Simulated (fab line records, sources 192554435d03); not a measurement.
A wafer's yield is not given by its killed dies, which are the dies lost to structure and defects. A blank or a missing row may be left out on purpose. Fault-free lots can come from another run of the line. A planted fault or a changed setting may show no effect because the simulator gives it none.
Problem report in the 8D (eight disciplines) form, filled by code | flow n5Finfet | the parts of the form that need people (team, actions taken, sign-off) are left out

1. PROBLEM STATEMENT
Mean of killedAtContacts at N5_PASSIVATION_PROBE_49: 170 over 2 wafers from 1 lot, against 14 (standard deviation 6.4) on wafers with no fault. Relative to the usual mean, that is a shift of +24 standard deviations.
Earliest sighting: wafer L925.2 on prober-02 at day 19 17:52. At this step, 6 wafers from 2 lots have a number in the record. The rule behind "out" and "out of limits": a value lying over 4 standard deviations away from the usual mean. All remaining wafers that have a number are taken as sound.

2. WHAT IT IS; WHAT IT IS NOT
question                    | is                                                                                                          | is not
which readings at this step | killedAtContacts, defectLimitedYield, killedDies, killedOnRim, sort_bin_5_function, sortNPass, sortYieldPct | killed_at_M0_to_M3, killed_at_M4_up, killedAtFrontEnd, killedAtOther, killedOpen, killedShort, sort_bin_6_memory
which lots                  | L925                                                                                                        | L927
which wafers of those lots  | L925.2, L925.3                                                                                              | L925.6
read on which tools         | prober-02                                                                                                   | -
when                        | from day 19 17:52                                                                                           | up to then (3 sound wafers); but 1 sound wafer of L925 came after

3. WHAT RULES OUT EACH SUSPECT
Counting: if a tool at a process step up to the reading ran every lot that is out, it stays a suspect. Sound lots after the first of them don't rule it out here, since some wafers of a struck lot are sound.
- aldSin-01 at N5_MOL_CONTACT_COAG_ALD_27 (deposits SiOC, target thk 17 nm, pulse time 1.5 s, time 2720 s): kept. It ran the lot that is out, L925 (day 8 15:35).
- aldSin-01 at N5_MOL_CONTACT_COAG_ALD_123 (deposits SiNx, target thk 5 nm, pulse time 1 s, purge time 2 s): kept. It ran the lot that is out, L925 (day 8 20:01).
- aldSin-01 at N5_MOL_CONTACT_COAG_ALD_131 (deposits SiO2, target thk 5 nm, pulse time 1 s, co reactant pulse time 1 s): kept. It ran the lot that is out, L925 (day 8 21:14).
- prober-02 at N5_PASSIVATION_PROBE_49: kept. The lot that is out, L925, ran on it at day 19 17:52; the last sound lot it ran before that was L927, at day 18 16:28. Its own readings are out on those wafers: defectLimitedYield, killedAtContacts, killedDies, killedOnRim, sort_bin_5_function, sortNPass, sortYieldPct.
Left after counting: aldSin-01 at N5_MOL_CONTACT_COAG_ALD_27, aldSin-01 at N5_MOL_CONTACT_COAG_ALD_123, aldSin-01 at N5_MOL_CONTACT_COAG_ALD_131, prober-02 at N5_PASSIVATION_PROBE_49.

4. THE CAUSE (what the simulator had put in)
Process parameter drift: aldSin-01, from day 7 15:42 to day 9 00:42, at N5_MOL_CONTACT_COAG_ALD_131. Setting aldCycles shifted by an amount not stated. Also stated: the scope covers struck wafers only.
Of the 4 suspects that counting leaves, this tool is one.

5. THE EFFECT CHAIN, in route order
One row per reading whose mean, taken over the struck wafers that have a number, lies over 3 standard deviations from the usual. Only readings for which the record gives a usual standard deviation are gone through. hours: the time from each lot's start at the first step in this table that gives one to its start at this step, as a median over the lots. sigmas: the change in usual standard deviations.
hours | step                    | reading             | usual  | on struck wafers | change | sigmas
0     | N5_PASSIVATION_PROBE_49 | defectLimitedYield  | 90.9 % | 77.1             | -13.8  | -9.9
0     | N5_PASSIVATION_PROBE_49 | killedAtContacts    | 14     | 170              | +156   | +24
0     | N5_PASSIVATION_PROBE_49 | killedDies          | 107    | 270              | +164   | +10
0     | N5_PASSIVATION_PROBE_49 | killedOnRim         | 14     | 39               | +25    | +6.9
0     | N5_PASSIVATION_PROBE_49 | sort_bin_5_function | 5.3 %  | 18.6             | +13.2  | +14
0     | N5_PASSIVATION_PROBE_49 | sortNPass           | 1073   | 910              | -164   | -10
0     | N5_PASSIVATION_PROBE_49 | sortYieldPct        | 90.9 % | 77.1             | -13.8  | -9.9
The process steps in it:
- N5_PASSIVATION_PROBE_49
Readings that are blank on the struck wafers while sound wafers have them: DIBL_N at N5_BEOL_M4_RC_MEAS_101; DIBL_P at N5_BEOL_M4_RC_MEAS_101; IOFF_N at N5_BEOL_M4_RC_MEAS_101; IOFF_P at N5_BEOL_M4_RC_MEAS_101; ION_N at N5_BEOL_M4_RC_MEAS_101; ION_P at N5_BEOL_M4_RC_MEAS_101; SS_N at N5_BEOL_M4_RC_MEAS_101; SS_P at N5_BEOL_M4_RC_MEAS_101; and 2 more.

6. WHAT WOULD HAVE CAUGHT IT SOONER
In this record no reading fell out of limits until day 19 17:52, 290 hours after the fault had begun at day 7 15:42.
Between N5_MOL_CONTACT_COAG_ALD_131 and N5_PASSIVATION_PROBE_49, N5_BEOL_M4_RC_MEAS_101 gave no DIBL_N and N5_BEOL_M4_RC_MEAS_101 gave no DIBL_P and N5_BEOL_M4_RC_MEAS_101 gave no IOFF_N on the struck wafers, where sound wafers have one: a measuring or inspecting step that comes back empty is itself a sign.
An alarm limit of 4 standard deviations would not have fired on the tool readings at N5_MOL_CONTACT_COAG_ALD_131 for which the record gives a usual standard deviation, since none of them was out on any struck wafer.
By day 19 17:52 the whole set of lots that are out, 1 in number, had already begun N5_MOL_CONTACT_COAG_ALD_131 on aldSin-01. None of them would have been spared by holding the tool at that moment.
